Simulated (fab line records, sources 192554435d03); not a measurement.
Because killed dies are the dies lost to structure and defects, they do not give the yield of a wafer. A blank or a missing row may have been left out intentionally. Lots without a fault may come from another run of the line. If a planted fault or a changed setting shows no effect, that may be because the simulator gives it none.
Which of the tools did it? | flow n5 finfet | 11 lots, 33 wafers sampled, at 2 steps of a route of 1938

WHAT THE GAUGES READ, wafer by wafer
N5_BEOL_M8_OVL_MEAS_12.
lot  | measured     | on         | M8_OVL (nm)
L779 | day 10 10:07 | overlay-01 | -0.8 -0.6 0.8
L782 | day 10 16:19 | overlay-01 | -0.3 -1.5 -0.7
L781 | day 10 16:43 | overlay-02 | -0.3 -1.0 0.0
L783 | day 11 19:02 | overlay-01 | 0.1 0.3 0.1
L785 | day 11 19:14 | overlay-01 | 0.2 0.0 -0.8
L788 | day 12 23:20 | overlay-01 | 0.4 -0.1 0.4
L791 | day 13 22:10 | overlay-02 | -0.2 0.3 1.2
L796 | day 14 21:46 | overlay-02 | -0.1 -0.1 1.4
L797 | day 14 22:02 | overlay-01 | -0.4 -1.1 -0.9
L798 | day 15 12:45 | overlay-02 | 1.4 0.2 0.4
L799 | day 16 06:37 | overlay-01 | -0.3 -1.0 0.1

WHICH TOOL RAN EACH LOT (tool, then ch and the chambers of the sampled wafers, then the start)
lot  | N5_BEOL_M8_ILD_DEP_00
L779 | pecvd-02 ch 0,1, day 10 06:56
L782 | pecvd-02 ch 1,2, day 10 13:38
L781 | pecvd-02 ch 1,2, day 10 14:16
L783 | pecvd-01 ch 1,2, day 11 15:53
L785 | pecvd-02 ch 0,1,2, day 11 16:10
L788 | pecvd-03 ch 0,2, day 12 22:08
L791 | pecvd-02 ch 0,1, day 13 17:47
L796 | pecvd-02 ch 0,1, day 14 18:34
L797 | pecvd-03 ch 0,1,2, day 14 18:52
L798 | pecvd-02 ch 0,1,2, day 15 09:19
L799 | pecvd-01 ch 1,2, day 16 04:33
- N5_BEOL_M8_ILD_DEP_00: deposits SiCOH lowk from DEMS/porogen, target thk 179.75 nm, time 33.4 s.

AS READ BY THE TOOLS THEMSELVES (means over the sampled wafers that have a number; for cases with no such wafer, the mark the record gives instead)
N5_BEOL_M8_ILD_DEP_00.
lot  | tool     | heater power w (W) | rf fwd power W (W) | showerhead plenum p Torr (Torr) | throttle valve pct (%)
L779 | pecvd-02 | 273                | 495.4              | 5.741                           | 14.6
L782 | pecvd-02 | 301                | 494.7              | 5.728                           | 13.9
L781 | pecvd-02 | 302                | 494.5              | 5.734                           | 13.9
L783 | pecvd-01 | 245                | 495.0              | 5.745                           | 14.9
L785 | pecvd-02 | 287                | 495.7              | 5.744                           | 14.2
L788 | pecvd-03 | 316                | 493.8              | 5.751                           | 13.1
L791 | pecvd-02 | 266                | 493.7              | 5.743                           | 14.6
L796 | pecvd-02 | 296                | 496.0              | 5.738                           | 14.3
L797 | pecvd-03 | 316                | 494.1              | 5.744                           | 13.8
L798 | pecvd-02 | 287                | 494.9              | 5.736                           | 14.5
L799 | pecvd-01 | 284                | 494.7              | 5.723                           | 14.1

THE ANSWER, worked out from the rows above alone
Rule: the usual values come from the lots themselves. Put in order of their means at a reading, lots are off if they are a third of the lots or fewer, leave a main group of 4 or more, and stand apart from it by a gap of 3 or more times the standard deviation of the main group's means; of several such gaps the widest counts. Not used: any main group whose means are identical at the precision the tables above print for the reading. A lot without any number at a reading at which 4 lots or more have one is off too. Where the step has rows for the other lots, those lots are counted as sound. Order of review: gauges by route order, followed by the tools' own readings, for which a lot's mean as printed above is used. The first step at which some lot is off is used, and at that step the reading that is off furthest; a lot without a number counts as furthest.
No lot is off on any of the readings shown, so nothing can be concluded from this.

WHAT THE SIMULATOR HAD PUT IN
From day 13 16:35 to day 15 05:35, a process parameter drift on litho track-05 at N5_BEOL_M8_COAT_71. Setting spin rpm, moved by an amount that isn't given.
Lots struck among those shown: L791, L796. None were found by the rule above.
